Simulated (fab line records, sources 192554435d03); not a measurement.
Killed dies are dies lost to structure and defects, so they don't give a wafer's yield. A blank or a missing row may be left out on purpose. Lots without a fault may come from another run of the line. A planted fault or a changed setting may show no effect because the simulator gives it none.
A struck lot beside a sound one | flow n5_finfet | 16 steps out of a route of 1938
Sound: wafers L214.1, L214.3, L214.6. Struck: wafers L228.4, L228.6. (L228.1 of the same lot was not struck and is left out.) The cause comes at the end.
At each step with rows: each side's tool, then ch and its chambers, then its first start. Under that, the readings that differ: sound wafers | struck wafers | difference of the means | sigmas: that difference in standard deviations of wafers without a fault.
alike: readings whose means differ by less than 2 such deviations, and words and numbers that are the same on both sides. not compared: withheld readings, readings that some wafer has no value for, bounds like >300 that may hide the same value, and numbers for which the record gives no deviation and whose values overlap.
The two part at a step that has a row with sigmas, a row that says differs or no value, or rows on one side only. Numbers that don't overlap but have no deviation are shown without sigmas and don't part them. A reading that every wafer of one side lacks parts them only if that side has two wafers or more.

first, 8 steps without rows for these wafers: N5_HKMG_FIN_COAT_41 (time 60 s, resist thk 300 nm); N5_HKMG_FIN_COAT_42 (time 60 s, resist thk 35 nm); N5_HKMG_FIN_COAT_43 (resist thk 90 nm); N5_HKMG_FIN_EBR_45; N5_HKMG_FIN_SOFTBAKE_44 (time 60 s); N5_HKMG_FIN_EXPOSE_46 (exposes mask NDIPOLE); N5_HKMG_FIN_PEB_47 (peb time 60 s); N5_HKMG_FIN_DEVELOP_48 (develop time 30 s).
N5_HKMG_FIN_CD_MEAS_49: target cd 202 nm.
  sound on cd_sem-02 ch 0, day 5 00:36; struck on cd_sem-03 ch 0, day 8 12:36
  alike: cd_nm
N5_HKMG_FIN_OVL_MEAS_50:
  sound on overlay-02 ch 0, day 5 00:38; struck on overlay-01 ch 0, day 8 12:38
  alike: NDIPOLE_OVL
N5_HKMG_FIN_INSPECT_61: inspects for defects (macro).
  sound on defect_inspect-01, day 5 00:39; struck on defect_inspect-02, day 8 12:40
  alike: raw_defect_count
N5_HKMG_FIN_DESCUM_53: chemistry O2, time 7.9 s.
  sound on rie_diel-01 ch 2,3, day 5 00:41; struck on rie_diel-03 ch 0, day 8 12:41
  alike: drypump_motor_current_A, oes_product_au, rf_vpp_V, showerhead_plenum_p_Torr, throttle_valve_pct
  not compared: rf_hours_counter_h
N5_HKMG_FIN_ETCH_54: etches SiARC in CF4, target depth 45.5 nm, time 75.8 s.
  sound on rie_diel-01 ch 2,3, day 5 00:43; struck on rie_diel-03 ch 0, day 8 12:43
  reading                         | sound               | struck      | difference | sigmas
  cf4_flow_sccm (sccm)            | 100.14 100.24 99.92 | 69.60 70.17 | -30.22     | -99 or more
  showerhead_plenum_p_Torr (Torr) | 2.13 2.15 2.13      | 1.90 1.90   | -0.24      | -4
  throttle_valve_pct (%)          | 15.65 15.93 15.66   | 14.40 14.39 | -1.35      | -9
  alike: drypump_motor_current_A, etch_rf_on_time_s, oes_product_au, rf_vpp_V
  not compared: rf_hours_counter_h
N5_HKMG_FIN_ETCH_55: etches SOC in N2/H2, target depth 240 nm, time 300 s.
  sound on rie_diel-01 ch 2,3, day 5 00:47; struck on rie_diel-03 ch 0, day 8 12:47
  alike: drypump_motor_current_A, h2_flow_sccm, oes_product_au, rf_vpp_V, showerhead_plenum_p_Torr, throttle_valve_pct
  not compared: rf_hours_counter_h
-- the record jumps here: 7 days lie between the struck wafers' starts before and after (it left off in module HKMG_FIN and takes up again in module BEOL_M4, whose first step shown is number 1111 of the route) --
N5_BEOL_M4_RC_MEAS_101:
  sound on prober-02 ch 0, day 12 16:43; struck on prober-02 ch 0, day 15 19:31
  reading       | sound       | struck  | difference | sigmas
  ION_P (uA/um) | 459 456 462 | 476 478 | +18        | +2
  alike: DIBL_N, DIBL_P, IOFF_N, IOFF_P, ION_N, SS_N, SS_P, VT_N, VT_P
-- the record jumps here: 6 days lie between the struck wafers' starts before and after (it left off in module BEOL_M4 and takes up again in module PASSIVATION, whose first step shown is number 1936 of the route) --
N5_PASSIVATION_PROBE_49:
  sound on prober-01, day 16 16:52; struck on prober-02, day 21 11:40
  alike: defect_limited_yield, killed_at_M0_to_M3, killed_at_M4_up, killed_at_contacts, killed_at_front_end, killed_at_other, killed_dies, killed_on_rim, killed_open, killed_short, sort_bin_5_function, sort_bin_6_memory, sort_bin_8_speed, sort_n_pass, sort_yield_pct

WHERE THEY PART
First at N5_HKMG_FIN_ETCH_54; last, within this record, at N5_BEOL_M4_RC_MEAS_101. Later steps at which nothing parts them and some readings are alike: N5_PASSIVATION_PROBE_49.

WHY: what the simulator had put in
Process parameter drift: rie_diel-03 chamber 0, from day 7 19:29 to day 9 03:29, at N5_HKMG_FIN_ETCH_54. Setting cf4_flow_sccm, moved by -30, from 100. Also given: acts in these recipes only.
